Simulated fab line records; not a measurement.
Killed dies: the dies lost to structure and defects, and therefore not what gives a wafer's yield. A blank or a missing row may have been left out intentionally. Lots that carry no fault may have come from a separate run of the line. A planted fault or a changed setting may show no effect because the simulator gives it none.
Matching of chambers | flow nand_harc | 4 sister chambers for NHARC_A_CONTACT_CMP_20 on cmp-01
The step polishes, t overpolish 30 s, target thk 300 nm. 4 wafers are shown with their chamber, then 10 later ones without.

== WAFERS PAIRED WITH THEIR CHAMBERS ==
wafer  | chamber | time_to_endpoint_s (s)
L080.4 | 3       | 60
L089.2 | 0       | 62
L090.2 | 2       | 62
L090.5 | 1       | 70

== WAFERS WITHOUT THEIR CHAMBER ==
wafer  | time_to_endpoint_s (s)
L090.6 | 62
L092.4 | 59
L092.5 | 62
L092.6 | 57
L095.1 | 61
L095.2 | 59
L095.5 | 62
L096.3 | 64
L096.5 | 63
L096.6 | 65

== THE CHAMBER EACH PASSED THROUGH ==
wafer  | from the rows above               | in truth
L090.6 | can't be placed: 0 or 2 or 3      | 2
L092.4 | can't be placed: 3 or 0 or 2      | 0
L092.5 | can't be placed: 0 or 2 or 3      | 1
L092.6 | can't be placed: 3 or 0 or 2      | 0
L095.1 | can't be placed: 0 or 2 or 3      | 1
L095.2 | can't be placed: 3 or 0 or 2      | 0
L095.5 | can't be placed: 0 or 2 or 3      | 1
L096.3 | can't be placed: 0 or 2 or 3      | 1
L096.5 | can't be placed: 0 or 2 or 3      | 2
L096.6 | can't be placed: 0 or 2 or 1 or 3 | 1
Placed correctly: 0 of 10. Can't be placed from these rows: 10 (the true chamber is among the candidates in 6). Number placed wrongly: 0.
How it was worked out, from the rows above alone: a wafer's distance from a chamber is the root of the sum, over the readings, of the square of ((its reading less the chamber's mean) divided by the reading's scatter). If the next closest chamber is less than 2 further off than the closest, the wafer can't be placed; otherwise it belongs to the closest. For every chamber, the mean is computed from those of its wafers that are shown. The scatter: root of mean squared gap, hidden wafer to nearest shown wafer, with one shown wafer a chamber.
